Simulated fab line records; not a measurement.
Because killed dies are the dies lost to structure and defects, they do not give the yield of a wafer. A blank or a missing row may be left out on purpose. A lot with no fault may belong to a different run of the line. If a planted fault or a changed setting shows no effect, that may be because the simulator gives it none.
fab line records ; flow n5_finfet
record lots=5; wafers=13; last_day=18
route steps=1938 shown BEOL_M0_SAQP@683 BEOL_M4@1111
lots that met no fault: taken from a fault-free run of the same line
start_h: the number of hours between the record's first day and the start of the first shown wafer of the lot ; wait_h: how many hours have passed since the lot's step before this one ; " identical to the entry in the row above ; L1.1+2: a row that stands for several wafers ; - no value present, or no start provided ; * or withheld: withheld ; < > ~ a bound
route shown NAME@n: a module of which the file shows steps, and the number in the route of the first ; usual: mean and standard deviation over wafers with no fault ; same: alike in all rows ; chamber/n: place in a boat ; sites: the reading at each site ; _std_site: standard deviation across them ; _edge_site: outer sites' mean less inner sites' ; radius_mm: for every site, how far away it sits from the centre of the wafer ; mask NAME#n: copy n ; behind: the last tool/chamber to shape the wafer ; hold: what put the lot on hold/how long, in hours/how the hold closed ; device: names the non-switching transistor (n, p or np) ; end of line: the tests these same wafers got at the end of their route ; a step with no rows: only its recipe ; killed: dies that structure and defects cost at the first sort, which is not the same as the wafer's yield ; map: dies across one wafer; x = killed, . = not, _ = none there
set.NAME: the setting that was run; set.NAME@STEP: the one run at that earlier step ; model.NAME: the simulator's own value behind a step, which no gauge read
a table for each step, a row for each wafer; lots at some steps of the route
services: from which hour (start_h, from the record's first day; less than 0 if before it) a tool's chamber was out of use, for how many hours, and why
## steps
# step N5_BEOL_M0_SAQP_COAT_34
# recipe resist=CAR-EUV; spin_rpm=1500; resist_thk_nm=30
# step N5_BEOL_M0_SAQP_EBR_36
# recipe solvent=PGMEA; ebr_width_mm=1.5
# step N5_BEOL_M0_SAQP_SOFTBAKE_35
# recipe temp_c=110; time_s=60; resist=CAR-EUV
# step N5_BEOL_M0_SAQP_EXPOSE_37
# recipe mask_id=M0_CUT1; na=0.33; source_shape=annular; sigma_inner=0.35; sigma_outer=0.8; polarization=unpolarized; target_cd_nm=30; dose_mj=44.75
# step N5_BEOL_M0_SAQP_PEB_38
# recipe peb_temp_c=100; peb_time_s=60; resist=CAR-EUV
# step N5_BEOL_M0_SAQP_DEVELOP_39
# recipe develop_time_s=30; developer=TMAH; resist=CAR-EUV; rinse_liquid=surfactant_rinse; dry=air_spin; dev_temp_c=23
# step N5_BEOL_M0_SAQP_DESCUM_45
# recipe chemistry=O2; time_s=7; source_power_w=50; bias_power_w=20; pressure_mtorr=20; rf_frequency_hz=2.712e+07; temp_c=40; resist=CAR-EUV; o2_flow_sccm=225
# step N5_BEOL_M0_SAQP_ETCH_88
# recipe chemistry=N2/H2; target=underlayer; target_depth_a=65; time_s=5.2; ion_energy_ev=200; mask_material=CAR-EUV; pressure_mtorr=30; source_w=840; bias_w=150; n2_flow_sccm=200; h2_flow_sccm=200; ends=cleared
# step N5_BEOL_M0_SAQP_ETCH_73
# recipe chemistry=CF4; target=SiARC; target_depth_a=195; mask_material=CAR-EUV; time_s=32.5; ion_energy_ev=80; pressure_mtorr=40; source_w=545; bias_w=36; Ar_flow_sccm=100; cf4_flow_sccm=100; ends=cleared
# step N5_BEOL_M0_SAQP_CUT_ETCH_46
# recipe chemistry=N2/H2; target=SOC; target_depth_a=1350; overetch_a=270; temp_c=40; time_s=202.5; ion_energy_ev=200; mask_material=SiARC; pressure_mtorr=30; source_w=840; bias_w=150; n2_flow_sccm=200; h2_flow_sccm=200
# usual drypump_motor_current_A=5.9/0.58; h2_flow_sccm=200.0/0.55; rf_vpp_V=524.1/3; showerhead_plenum_p_Torr=2.55/0.1; throttle_valve_pct=17.79/0.22
lot.wafer;tool;chamber;start_h;wait_h;drypump_motor_current_A;h2_flow_sccm;rf_hours_counter_h;rf_vpp_V;showerhead_plenum_p_Torr;throttle_valve_pct;model.SiARC_of_BEOL_M0_SAQP_COAT_72.thk_nm;model.BEOL_M0_SAQP.cd_nm
L715.2;rie_diel-04;0;150.13;0.0;5.4;200.5;149;527.0;2.65;18.02;5.2;30.2
L715.4;rie_diel-04;3;150.13;0.0;6.8;199.9;-;520.5;2.42;17.57;3.8;30.4
L715.6;rie_diel-04;0;150.13;0.0;5.4;200.8;-;526.6;2.65;18.00;5;30
L716.4;rie_diel-04;0;152.98;0.1;5.4;199.1;-;527.3;2.65;18.01;3.8;30.8
L716.6;rie_diel-04;3;152.98;0.1;6.7;200.2;-;521.6;2.42;17.57;4.8;30
L720.3;rie_diel-04;0;189.83;0.0;5.4;201.7;160;527.4;2.65;18.04;5.2;30.4
L720.5;rie_diel-04;2;189.83;0.0;6.1;200.3;-;521.6;2.51;18.00;3.8;30.6
L731.1;rie_diel-04;0;245.75;0.0;5.4;201.3;180;525.3;2.64;18.07;5;30
L731.2;rie_diel-04;3;245.75;0.0;6.8;199.4;234;519.9;2.40;17.63;5;29.8
L731.6;rie_diel-04;2;245.75;0.0;6.1;200.5;-;523.1;2.50;18.03;5;30.2
L732.1;rie_diel-03;1;256.27;0.0;6.1;199.9;167;525.3;2.65;17.88;4.8;29.8
L732.5;rie_diel-03;0;256.27;0.0;5.1;200.6;-;521.4;2.42;17.68;4.8;30.2
L732.6;rie_diel-03;3;256.27;0.0;6.4;200.0;-;529.1;2.69;17.47;4.8;29.8
# step N5_BEOL_M0_SAQP_STRIP_74
# recipe chemistry=N2/H2; temp_c=40; n2_flow_sccm=200; h2_flow_sccm=200; rf_frequency_hz=6e+07
# step N5_BEOL_M0_SAQP_STRIP_89
# recipe chemistry=N2/H2; temp_c=40; n2_flow_sccm=200; h2_flow_sccm=200; rf_frequency_hz=6e+07
# step N5_BEOL_M0_SAQP_ALD_48
# recipe material=SiO2; target_thk_a=200; temp_c=100; ald_precursor_family=BDEAS; ald_co_reactant=O2-plasma; pulse_time_s=1; co_reactant_pulse_time_s=1; purge_time_s=2; co_reactant_purge_time_s=2; ald_cycles=139; pressure_torr=2
# step N5_BEOL_M0_SAQP_ETCH_49
# recipe chemistry=CF4/O2; target_depth_a=370; target=SiO2; pressure_mtorr=40; source_w=535; bias_w=49; Ar_flow_sccm=100; cf4_flow_sccm=100; O2_flow_sccm=10; ion_energy_ev=100
# usual drypump_motor_current_A=5.8/0.56; oes_product_au=0.79/0.099; rf_vpp_V=241/3; showerhead_plenum_p_Torr=2.22/0.083; throttle_valve_pct=15.82/0.21
lot.wafer;tool;chamber;start_h;wait_h;drypump_motor_current_A;oes_product_au;rf_hours_counter_h;rf_vpp_V;showerhead_plenum_p_Torr;throttle_valve_pct;model.BEOL_M0_SAQP.cd_nm
L715.2;rie_diel-01;2;150.85;0.3;6.6;0.68;241;241;2.17;16.21;30.2
L715.4;rie_diel-01;2;150.85;0.3;6.6;0.67;-;240;2.17;16.20;30.4
L715.6;rie_diel-01;3;150.85;0.3;6.2;0.79;-;245;2.13;15.63;30
L716.4;rie_diel-04;2;153.75;0.4;6.1;0.72;-;239;2.18;16.01;30.8
L716.6;rie_diel-04;3;153.75;0.4;6.7;0.69;-;238;2.10;15.76;30
L720.3;rie_diel-01;3;190.74;0.3;6.2;0.78;111;244;2.13;15.65;30.4
L720.5;rie_diel-01;1;190.74;0.3;4.7;0.96;-;243;2.26;15.72;30.6
L731.1;rie_diel-03;1;247.41;0.3;6.1;0.72;164;245;2.29;15.99;30
L731.2;rie_diel-03;3;247.41;0.3;6.4;0.87;34;246;2.34;15.52;29.8
L731.6;rie_diel-03;0;247.41;0.3;5.2;0.71;-;237;2.11;15.80;30.2
L732.1;rie_diel-03;1;256.99;0.3;6.1;0.71;167;246;2.29;16.00;30
L732.5;rie_diel-03;1;256.99;0.3;6.1;0.72;-;246;2.29;16.00;30.2
L732.6;rie_diel-03;2;256.99;0.3;5.5;0.70;-;239;2.19;16.04;30
# step N5_BEOL_M0_SAQP_STRIP_75
# recipe chemistry=CF4; resist=SiARC; power_w=300; bias_power_w=75; pressure_mtorr=50; cf4_flow_sccm=150; rf_frequency_hz=6e+07
# step N5_BEOL_M4_RC_MEAS_101
# usual DIBL_N=35.9/1.4; DIBL_P=35.9/1.7; IOFF_N=0.155/0.023; IOFF_P=0.201/0.029; ION_N=672/8.8; ION_P=460/7; SS_N=71.6/0.48; SS_P=73.1/0.64; VT_N=250.0/3; VT_P=-251.6/3
lot.wafer;tool;chamber;start_h;wait_h;DIBL_N[mV/V];DIBL_P[mV/V];IOFF_N[nA/um];IOFF_P[nA/um];ION_N[uA/um];ION_P[uA/um];SS_N[mV/dec];SS_P[mV/dec];VT_N[mV];VT_P[mV]
L715.2;prober-01;0;202.22;0.2;36.9;38.2;0.183;0.197;681;455;71.2;74.0;247.5;-254.0
L715.4;prober-01;0;202.22;0.2;35.1;36.5;0.151;0.170;669;454;71.2;72.7;251.0;-257.4
L715.6;prober-01;0;202.22;0.2;36.3;37.8;0.163;0.192;675;452;72.1;73.1;249.7;-253.4
L716.4;prober-02;0;217.21;0.5;34.7;34.5;0.136;0.155;658;443;71.7;72.0;255.2;-257.3
L716.6;prober-02;0;217.21;0.5;36.6;36.0;0.159;0.171;664;444;72.0;73.5;250.5;-255.5
L720.3;prober-01;0;248.69;0.3;33.8;36.1;0.148;0.212;672;468;72.0;72.9;249.1;-249.2
L720.5;prober-01;0;248.69;0.3;34.0;36.5;0.150;0.210;680;467;71.3;72.2;249.6;-248.4
L731.1;prober-01;0;305.76;0.2;36.1;34.9;0.146;0.175;668;452;71.7;73.5;250.2;-255.3
L731.2;prober-01;0;305.76;0.2;34.4;33.7;0.118;0.161;665;456;71.0;73.4;254.4;-255.5
L731.6;prober-01;0;305.76;0.2;35.7;35.3;0.139;0.182;662;452;71.7;73.2;252.2;-253.5
L732.1;prober-02;0;311.49;0.0;34.9;34.0;0.134;0.199;669;469;71.5;72.6;254.6;-251.2
L732.5;prober-02;0;311.49;0.0;35.8;34.6;0.145;0.206;670;463;72.1;73.7;249.8;-252.6
L732.6;prober-02;0;311.49;0.0;35.1;34.6;0.141;0.203;667;459;71.2;72.7;251.0;-249.2
## services
tool;chamber;start_h;hours;kind
rie_diel-01;1;144.70;-;clean
rie_diel-01;1;144.70;-;consumable_replace:focus_ring
rie_diel-01;1;144.70;16.8;scheduled_down
rie_diel-01;1;144.70;16.8;vent_cycle
rie_diel-04;1;149.68;-;clean
rie_diel-04;1;149.68;-;consumable_replace:focus_ring
rie_diel-04;1;149.68;11.9;scheduled_down
rie_diel-04;1;149.68;11.9;vent_cycle
rie_diel-04;0;161.53;6.6;repair
rie_diel-03;1;175.27;12.3;repair
rie_diel-01;2;178.99;-;clean
rie_diel-01;2;178.99;-;consumable_replace:focus_ring
rie_diel-01;2;178.99;18.5;scheduled_down
rie_diel-01;2;178.99;18.5;vent_cycle
rie_diel-04;3;193.45;8.9;repair
rie_diel-04;-;211.67;2.8;pm
rie_diel-01;-;217.33;9.7;repair
rie_diel-04;-;217.33;2.1;repair
rie_diel-01;-;229.97;2.8;pm
rie_diel-04;1;239.23;6.4;repair
rie_diel-04;2;247.20;-;clean
rie_diel-04;2;247.20;-;consumable_replace:focus_ring
rie_diel-04;2;247.20;17.3;scheduled_down
rie_diel-04;2;247.20;17.3;vent_cycle
## key
first_sign none at tools or gauges
model_effect step=N5_BEOL_M0_SAQP_CUT_ETCH_46; value=SiARC_of_BEOL_M0_SAQP_COAT_72.thk_nm; without=5; struck=3.8
model_effect step=N5_BEOL_M0_SAQP_ETCH_49; value=BEOL_M0_SAQP.cd_nm; without=30.07; struck=30.6
met_at N5_BEOL_M0_SAQP_CUT_ETCH_46
struck_wafers L715.4,L716.4,L720.5
fault kind=process_parameter_drift; tool=rie_diel-04; chamber=-; onset_h=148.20; steps=N5_BEOL_M0_SAQP_CUT_ETCH_46; channel=time_s; offset=*; shape=step; end_h=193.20; scope=struck_wafers_only; acts_in=*; stated=*
